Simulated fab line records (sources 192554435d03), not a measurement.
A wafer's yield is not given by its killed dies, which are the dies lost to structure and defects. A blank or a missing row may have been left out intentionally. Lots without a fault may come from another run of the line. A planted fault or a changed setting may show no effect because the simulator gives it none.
Which tool was responsible? :: flow n5 finfet :: 10 lots, 28 wafers sampled, at 4 steps of a route of 1938

WHAT EACH GAUGE READ, for each wafer
N5_BEOL_M4_RC_MEAS_101.
lot: L238
measured: day 7 20:24
on: prober-01
DIBL_N (mV/V): 37.7 36.3 38.5
DIBL_P (mV/V): 38.5 36.5 39.0
IOFF_N (nA/um): 0.175 0.146 0.194
IOFF_P (nA/um): 0.26 0.22 0.27
ION_N (uA/um): 683 676 683
ION_P (uA/um): 474 472 468
SS_N (mV/dec): 72.3 71.1 72.0
SS_P (mV/dec): 74.0 73.0 74.1
VT_N (mV): 251.0 251.9 247.4
VT_P (mV): -247 -250 -245

lot: L240
measured: day 8 17:38
on: prober-01
DIBL_N (mV/V): 36.9 38.4 36.7
DIBL_P (mV/V): 36.6 37.3 35.5
IOFF_N (nA/um): 0.154 0.171 0.148
IOFF_P (nA/um): 0.22 0.22 0.20
ION_N (uA/um): 666 669 670
ION_P (uA/um): 461 461 458
SS_N (mV/dec): 72.4 71.9 71.7
SS_P (mV/dec): 73.5 74.1 72.9
VT_N (mV): 254.4 251.4 253.9
VT_P (mV): -251 -252 -252

lot: L241
measured: day 8 18:03
on: prober-02
DIBL_N (mV/V): 34.7 36.7 35.4
DIBL_P (mV/V): 34.0 37.3 35.1
IOFF_N (nA/um): 0.134 0.164 0.147
IOFF_P (nA/um): 0.16 0.21 0.17
ION_N (uA/um): 658 661 650
ION_P (uA/um): 450 457 446
SS_N (mV/dec): 70.6 71.9 71.8
SS_P (mV/dec): 72.6 73.3 72.7
VT_N (mV): 253.2 253.0 254.2
VT_P (mV): -257 -250 -256

lot: L243
measured: day 9 10:29
on: prober-01
DIBL_N (mV/V): 37.8 38.4 39.3
DIBL_P (mV/V): 37.8 38.4 39.3
IOFF_N (nA/um): 0.168 0.180 0.192
IOFF_P (nA/um): 0.21 0.22 0.24
ION_N (uA/um): 684 689 680
ION_P (uA/um): 461 461 463
SS_N (mV/dec): 72.0 71.5 71.3
SS_P (mV/dec): 73.6 74.4 74.3
VT_N (mV): 253.7 249.0 251.1
VT_P (mV): -250 -250 -253

lot: L244
measured: day 9 19:01
on: prober-01
DIBL_N (mV/V): 34.9
DIBL_P (mV/V): 34.8
IOFF_N (nA/um): 0.129
IOFF_P (nA/um): 0.20
ION_N (uA/um): 673
ION_P (uA/um): 465
SS_N (mV/dec): 71.5
SS_P (mV/dec): 73.4
VT_N (mV): 255.7
VT_P (mV): -249

lot: L256
measured: day 12 12:52
on: prober-01
DIBL_N (mV/V): 37.6 35.3 34.3
DIBL_P (mV/V): 39.8 38.0 36.5
IOFF_N (nA/um): 0.205 0.153 0.132
IOFF_P (nA/um): 0.24 0.21 0.18
ION_N (uA/um): 676 669 658
ION_P (uA/um): 460 462 459
SS_N (mV/dec): 72.9 71.9 71.9
SS_P (mV/dec): 74.1 74.0 73.4
VT_N (mV): 246.6 252.0 253.2
VT_P (mV): -249 -251 -253

lot: L258
measured: day 13 14:35
on: prober-02
DIBL_N (mV/V): 35.7 36.8 35.6
DIBL_P (mV/V): 35.7 38.1 36.5
IOFF_N (nA/um): 0.158 0.175 0.165
IOFF_P (nA/um): 0.18 0.23 0.20
ION_N (uA/um): 677 666 677
ION_P (uA/um): 459 457 468
SS_N (mV/dec): 71.2 71.6 71.4
SS_P (mV/dec): 72.7 73.8 72.8
VT_N (mV): 248.8 247.5 248.2
VT_P (mV): -254 -250 -251

lot: L257
measured: day 13 19:52
on: prober-02
DIBL_N (mV/V): 38.4 37.6 37.1
DIBL_P (mV/V): 36.8 36.5 35.7
IOFF_N (nA/um): 0.179 0.163 0.161
IOFF_P (nA/um): 0.26 0.25 0.22
ION_N (uA/um): 673 666 658
ION_P (uA/um): 468 467 457
SS_N (mV/dec): 72.1 72.0 72.8
SS_P (mV/dec): 73.3 74.1 73.2
VT_N (mV): 249.6 249.4 253.0
VT_P (mV): -247 -247 -247

lot: L260
measured: day 14 01:01
on: prober-01
DIBL_N (mV/V): 38.4 36.2 36.0
DIBL_P (mV/V): 38.9 36.3 35.3
IOFF_N (nA/um): 0.223 0.157 0.158
IOFF_P (nA/um): 0.30 0.23 0.21
ION_N (uA/um): 690 666 675
ION_P (uA/um): 478 461 461
SS_N (mV/dec): 73.0 71.9 71.6
SS_P (mV/dec): 74.6 73.7 72.9
VT_N (mV): 246.9 252.2 252.8
VT_P (mV): -245 -248 -252

lot: L259
measured: day 14 08:34
on: prober-02
DIBL_N (mV/V): 35.0 34.2 32.9
DIBL_P (mV/V): 34.8 34.5 33.3
IOFF_N (nA/um): 0.149 0.141 0.116
IOFF_P (nA/um): 0.22 0.22 0.19
ION_N (uA/um): 664 686 666
ION_P (uA/um): 463 482 469
SS_N (mV/dec): 71.1 70.4 71.3
SS_P (mV/dec): 72.8 73.0 73.1
VT_N (mV): 250.4 249.9 252.7
VT_P (mV): -248 -248 -251

N5_PASSIVATION_OVL_MEAS_60.
lot: L238
measured: day 12 15:32
on: overlay-01
TV_OVL (nm): -6 -12 -8

lot: L240
measured: day 12 16:11
on: overlay-02
TV_OVL (nm): -12 1 -2

lot: L241
measured: day 13 10:22
on: overlay-02
TV_OVL (nm): 4 2 1

lot: L243
measured: day 13 18:28
on: overlay-01
TV_OVL (nm): -13 -9 -7

lot: L244
measured: day 14 11:34
on: overlay-02
TV_OVL (nm): -4

lot: L256
measured: day 16 18:58
on: overlay-02
TV_OVL (nm): 7 2 3

lot: L258
measured: day 18 08:28
on: overlay-02
TV_OVL (nm): -3 -3 -9

lot: L257
measured: day 18 08:37
on: overlay-02
TV_OVL (nm): -9 -6 -11

lot: L260
measured: day 18 14:29
on: overlay-01
TV_OVL (nm): -10 -11 -14

lot: L259
measured: day 18 23:29
on: overlay-02
TV_OVL (nm): -5 -4 -5

WHAT TOOL EACH LOT RAN ON (gives the tool, then ch and the chambers of the sampled wafers, and finally the start)
lot: L238
N5_BEOL_M15_SPUTTER_43: pvd sputter-03, day 12 08:02
N5_PASSIVATION_PECVD_01: pecvd-01 ch 0,1,2, day 12 15:00

lot: L240
N5_BEOL_M15_SPUTTER_43: pvd sputter-02, day 12 07:23
N5_PASSIVATION_PECVD_01: pecvd-01 ch 0,1,2, day 12 15:28

lot: L241
N5_BEOL_M15_SPUTTER_43: pvd sputter-02, day 12 15:04
N5_PASSIVATION_PECVD_01: pecvd-03 ch 1,2, day 13 04:01

lot: L243
N5_BEOL_M15_SPUTTER_43: pvd sputter-01, day 13 10:48
N5_PASSIVATION_PECVD_01: pecvd-04 ch 0,1, day 13 17:55

lot: L244
N5_BEOL_M15_SPUTTER_43: pvd sputter-03, day 14 02:43
N5_PASSIVATION_PECVD_01: pecvd-03 ch 2, day 14 11:02

lot: L256
N5_BEOL_M15_SPUTTER_43: pvd sputter-02, day 16 11:08
N5_PASSIVATION_PECVD_01: pecvd-04 ch 0,1, day 16 17:44

lot: L258
N5_BEOL_M15_SPUTTER_43: pvd sputter-02, day 17 18:44
N5_PASSIVATION_PECVD_01: pecvd-04 ch 0,2, day 18 05:14

lot: L257
N5_BEOL_M15_SPUTTER_43: pvd sputter-02, day 17 22:32
N5_PASSIVATION_PECVD_01: pecvd-04 ch 0,1,2, day 18 06:03

lot: L260
N5_BEOL_M15_SPUTTER_43: pvd sputter-01, day 17 22:44
N5_PASSIVATION_PECVD_01: pecvd-03 ch 0,1, day 18 10:34

lot: L259
N5_BEOL_M15_SPUTTER_43: pvd sputter-01, day 18 11:14
N5_PASSIVATION_PECVD_01: pecvd-04 ch 1,2, day 18 21:00
- N5_BEOL_M15_SPUTTER_43: material TaN, target thk 15 nm, time 24.19 s.
- N5_PASSIVATION_PECVD_01: deposits SiNx from SiH4/NH3/N2, target thk 200 nm, time 43.2 s.

AS READ BY THE TOOLS THEMSELVES (means over the sampled wafers that have a number; for cases with no such wafer, the mark the record gives instead)
N5_BEOL_M15_SPUTTER_43.
lot: L238
tool: pvd sputter-03
throttle valve pct (%): 29.8

lot: L240
tool: pvd sputter-02
throttle valve pct (%): 30.2

lot: L241
tool: pvd sputter-02
throttle valve pct (%): 30.5

lot: L243
tool: pvd sputter-01
throttle valve pct (%): 30.3

lot: L244
tool: pvd sputter-03
throttle valve pct (%): 29.2

lot: L256
tool: pvd sputter-02
throttle valve pct (%): 30.6

lot: L258
tool: pvd sputter-02
throttle valve pct (%): 30.2

lot: L257
tool: pvd sputter-02
throttle valve pct (%): 30.5

lot: L260
tool: pvd sputter-01
throttle valve pct (%): 31.0

lot: L259
tool: pvd sputter-01
throttle valve pct (%): 29.7

N5_PASSIVATION_PECVD_01.
lot: L238
tool: pecvd-01
heater power w (W): 371
showerhead plenum p Torr (Torr): 8.67
throttle valve pct (%): 28.9

lot: L240
tool: pecvd-01
heater power w (W): 376
showerhead plenum p Torr (Torr): 8.66
throttle valve pct (%): 28.8

lot: L241
tool: pecvd-03
heater power w (W): 354
showerhead plenum p Torr (Torr): 8.66
throttle valve pct (%): 28.0

lot: L243
tool: pecvd-04
heater power w (W): 405
showerhead plenum p Torr (Torr): 8.65
throttle valve pct (%): 30.2

lot: L244
tool: pecvd-03
heater power w (W): 317
showerhead plenum p Torr (Torr): 8.70
throttle valve pct (%): 27.1

lot: L256
tool: pecvd-04
heater power w (W): 432
showerhead plenum p Torr (Torr): 8.64
throttle valve pct (%): 30.7

lot: L258
tool: pecvd-04
heater power w (W): 342
showerhead plenum p Torr (Torr): 8.72
throttle valve pct (%): 28.5

lot: L257
tool: pecvd-04
heater power w (W): 348
showerhead plenum p Torr (Torr): 8.65
throttle valve pct (%): 29.1

lot: L260
tool: pecvd-03
heater power w (W): 376
showerhead plenum p Torr (Torr): 8.61
throttle valve pct (%): 29.0

lot: L259
tool: pecvd-04
heater power w (W): 268
showerhead plenum p Torr (Torr): 8.68
throttle valve pct (%): 27.9

THE ANSWER, worked out from the rows above alone
Rule: what is usual is taken from the lots themselves. The widest of any qualifying gaps counts: lots, ordered by their means at a reading, are off when they make up no more than a third of the lots, leave a main group of 4 or more, and stand apart from it by 3 or more times the standard deviation of that group's means. Not used: any main group whose means are identical at the precision the tables above print for the reading. A lot without any number at a reading at which 4 lots or more have one is off too. The other lots that the step has rows for count as sound. Order of review: gauges by route order, followed by the tools' own readings, for which a lot's mean as printed above is used. At the first step where some lot is off, the reading lying furthest off is the one used; lots without a number count as furthest.
Across all readings shown, no lot is off: no conclusion can be drawn from this.

WHAT HAD BEEN PUT IN BY THE SIMULATOR
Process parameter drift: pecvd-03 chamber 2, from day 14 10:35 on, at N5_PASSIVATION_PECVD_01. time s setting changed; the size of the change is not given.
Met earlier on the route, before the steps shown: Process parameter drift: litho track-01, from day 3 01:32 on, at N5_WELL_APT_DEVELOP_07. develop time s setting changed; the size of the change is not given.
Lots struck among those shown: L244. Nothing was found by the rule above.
